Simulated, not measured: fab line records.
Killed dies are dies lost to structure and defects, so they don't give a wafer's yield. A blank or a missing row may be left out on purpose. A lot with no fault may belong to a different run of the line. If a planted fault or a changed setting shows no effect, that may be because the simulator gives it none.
Which tool did it? || flow nand harc || Sampling: 11 lots, 33 wafers, 5 of 1159 route steps

WHAT THE GAUGES READ, wafer by wafer
NHARC_A_BONDPAD_CD_MEAS_09: the cd target is 500 nm.
{"lot": "L208", "measured": "day 18 05:02", "on": "cd sem-02", "cd nm (nm)": "498.2 497.3 499.8"}
{"lot": "L213", "measured": "day 18 14:28", "on": "cd sem-02", "cd nm (nm)": "500.1 501.0 499.8"}
{"lot": "L215", "measured": "day 19 18:01", "on": "cd sem-02", "cd nm (nm)": "501.6 501.9 502.5"}
{"lot": "L214", "measured": "day 19 18:46", "on": "cd sem-01", "cd nm (nm)": "496.4 497.7 498.9"}
{"lot": "L216", "measured": "day 20 18:09", "on": "cd sem-01", "cd nm (nm)": "500.0 503.1 500.8"}
{"lot": "L217", "measured": "day 21 04:32", "on": "cd sem-01", "cd nm (nm)": "499.4 498.1 500.8"}
{"lot": "L221", "measured": "day 21 07:14", "on": "cd sem-01", "cd nm (nm)": "497.0 499.5 496.9"}
{"lot": "L220", "measured": "day 22 00:57", "on": "cd sem-03", "cd nm (nm)": "500.5 499.6 499.0"}
{"lot": "L222", "measured": "day 22 01:44", "on": "cd sem-02", "cd nm (nm)": "516.6 516.3 512.0"}
{"lot": "L227", "measured": "day 22 19:43", "on": "cd sem-01", "cd nm (nm)": "512.4 511.5 513.7"}
{"lot": "L229", "measured": "day 23 11:55", "on": "cd sem-01", "cd nm (nm)": "513.3 510.5 513.6"}

TOOL THAT RAN EACH LOT (tool first, then ch and the chambers of the sampled wafers, then the start)
{"lot": "L208", "NHARC_A_M1_DESCUM_14": "rie diel-11 ch 1,3, day 18 00:26", "NHARC_A_M1_ETCH_35": "rie diel-11 ch 0,1,2, day 18 00:32", "NHARC_A_M1_PRE_CLEAN_30": "pvd sputter-02, day 18 04:53 or earlier", "NHARC_A_BONDPAD_EXPOSE_06": "krf scanner-04 ch 0, day 18 04:53"}
{"lot": "L213", "NHARC_A_M1_DESCUM_14": "rie diel-05 ch 0,1, day 18 10:01", "NHARC_A_M1_ETCH_35": "rie diel-05 ch 1,3, day 18 10:07", "NHARC_A_M1_PRE_CLEAN_30": "pvd sputter-01, day 18 14:18 or earlier", "NHARC_A_BONDPAD_EXPOSE_06": "krf scanner-02 ch 0, day 18 14:18"}
{"lot": "L215", "NHARC_A_M1_DESCUM_14": "rie diel-07 ch 0,1,2, day 19 13:30", "NHARC_A_M1_ETCH_35": "rie diel-07 ch 1,2,3, day 19 13:35", "NHARC_A_M1_PRE_CLEAN_30": "pvd sputter-03, day 19 17:51 or earlier", "NHARC_A_BONDPAD_EXPOSE_06": "krf scanner-02 ch 0, day 19 17:51"}
{"lot": "L214", "NHARC_A_M1_DESCUM_14": "rie diel-07 ch 0,1,3, day 19 14:20", "NHARC_A_M1_ETCH_35": "rie diel-07 ch 0,1,3, day 19 14:24", "NHARC_A_M1_PRE_CLEAN_30": "pvd sputter-02, day 19 18:37 or earlier", "NHARC_A_BONDPAD_EXPOSE_06": "krf scanner-02 ch 0, day 19 18:37"}
{"lot": "L216", "NHARC_A_M1_DESCUM_14": "rie diel-05 ch 0,1,2, day 20 13:36", "NHARC_A_M1_ETCH_35": "rie diel-05 ch 0,1,3, day 20 13:41", "NHARC_A_M1_PRE_CLEAN_30": "pvd sputter-03, day 20 18:00 or earlier", "NHARC_A_BONDPAD_EXPOSE_06": "krf scanner-03 ch 0, day 20 18:00"}
{"lot": "L217", "NHARC_A_M1_DESCUM_14": "rie diel-11 ch 0,3, day 20 23:59", "NHARC_A_M1_ETCH_35": "rie diel-11 ch 0,2,3, day 21 00:04", "NHARC_A_M1_PRE_CLEAN_30": "pvd sputter-03, day 21 04:23 or earlier", "NHARC_A_BONDPAD_EXPOSE_06": "krf scanner-02 ch 0, day 21 04:23"}
{"lot": "L221", "NHARC_A_M1_DESCUM_14": "rie diel-07 ch 0,3, day 21 02:44", "NHARC_A_M1_ETCH_35": "rie diel-07 ch 0,1,3, day 21 02:49", "NHARC_A_M1_PRE_CLEAN_30": "pvd sputter-03, day 21 07:05 or earlier", "NHARC_A_BONDPAD_EXPOSE_06": "krf scanner-04 ch 0, day 21 07:05"}
{"lot": "L220", "NHARC_A_M1_DESCUM_14": "rie diel-11 ch 0,1, day 21 18:44", "NHARC_A_M1_ETCH_35": "rie diel-11 ch 1,2,3, day 21 18:50", "NHARC_A_M1_PRE_CLEAN_30": "pvd sputter-02, day 22 00:47 or earlier", "NHARC_A_BONDPAD_EXPOSE_06": "krf scanner-03 ch 0, day 22 00:47"}
{"lot": "L222", "NHARC_A_M1_DESCUM_14": "rie diel-11 ch 0,1,3, day 21 20:11", "NHARC_A_M1_ETCH_35": "rie diel-11 ch 1,3, day 21 20:17", "NHARC_A_M1_PRE_CLEAN_30": "pvd sputter-02, day 22 01:35 or earlier", "NHARC_A_BONDPAD_EXPOSE_06": "krf scanner-04 ch 0, day 22 01:35"}
{"lot": "L227", "NHARC_A_M1_DESCUM_14": "rie diel-07 ch 1,2,3, day 22 14:26", "NHARC_A_M1_ETCH_35": "rie diel-07 ch 0,1,3, day 22 14:32", "NHARC_A_M1_PRE_CLEAN_30": "pvd sputter-03, day 22 19:34 or earlier", "NHARC_A_BONDPAD_EXPOSE_06": "krf scanner-04 ch 0, day 22 19:34"}
{"lot": "L229", "NHARC_A_M1_DESCUM_14": "rie diel-05 ch 0,1,2, day 23 07:24", "NHARC_A_M1_ETCH_35": "rie diel-05 ch 2,3, day 23 07:29", "NHARC_A_M1_PRE_CLEAN_30": "pvd sputter-02, day 23 11:46 or earlier", "NHARC_A_BONDPAD_EXPOSE_06": "krf scanner-04 ch 0, day 23 11:46"}
- NHARC_A_M1_DESCUM_14: chemistry O2, time 3 s.
- NHARC_A_M1_ETCH_35: etches the open film in N2/H2, target depth 40 nm, overetch 12 nm, time 43.94 s.
- NHARC_A_M1_PRE_CLEAN_30: time 30 s.
- NHARC_A_BONDPAD_EXPOSE_06: exposes mask A BPAD.

THE ANSWER, worked out from the rows above alone
Rule: usual is defined by the lots themselves. Put in order of their means at a reading, lots are off if they are a third of the lots or fewer, leave a main group of 4 or more, and stand apart from it by a gap of 3 or more times the standard deviation of the main group's means; of several such gaps the widest counts. A main group is skipped when, at the precision printed for the reading in the tables above, its means are all equal. Also off: a lot with no number at a reading for which 4 or more lots have one. All remaining lots with rows at the step are treated as sound.
Off at NHARC_A_BONDPAD_CD_MEAS_09 (cd nm): L222, L227, L229. Mean 499.6 nm and standard deviation 1.5 in the main group.
If a tool, at a process step before that reading, ran all the lots that are off and no sound lot after the first of them, it fits. The gauges at NHARC_A_BONDPAD_CD_MEAS_09 are tried like those tools. NHARC_A_M1_PRE_CLEAN_30: start missing for some lots; hours and lot order therefore follow NHARC_A_BONDPAD_EXPOSE_06. One fits: krf scanner-04 at NHARC_A_BONDPAD_EXPOSE_06. Its last sound lot is L221 (day 21 07:05), its first lot that is off L222 (day 22 01:35): a fault that began between those two fits.

WHAT THE SIMULATOR HAD PUT IN
Process parameter drift: krf scanner-04, from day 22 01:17 on, at NHARC_A_BONDPAD_EXPOSE_06. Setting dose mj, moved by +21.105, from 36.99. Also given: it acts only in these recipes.
Struck lots among those shown: L222, L227, L229. Same finding as the rule above.
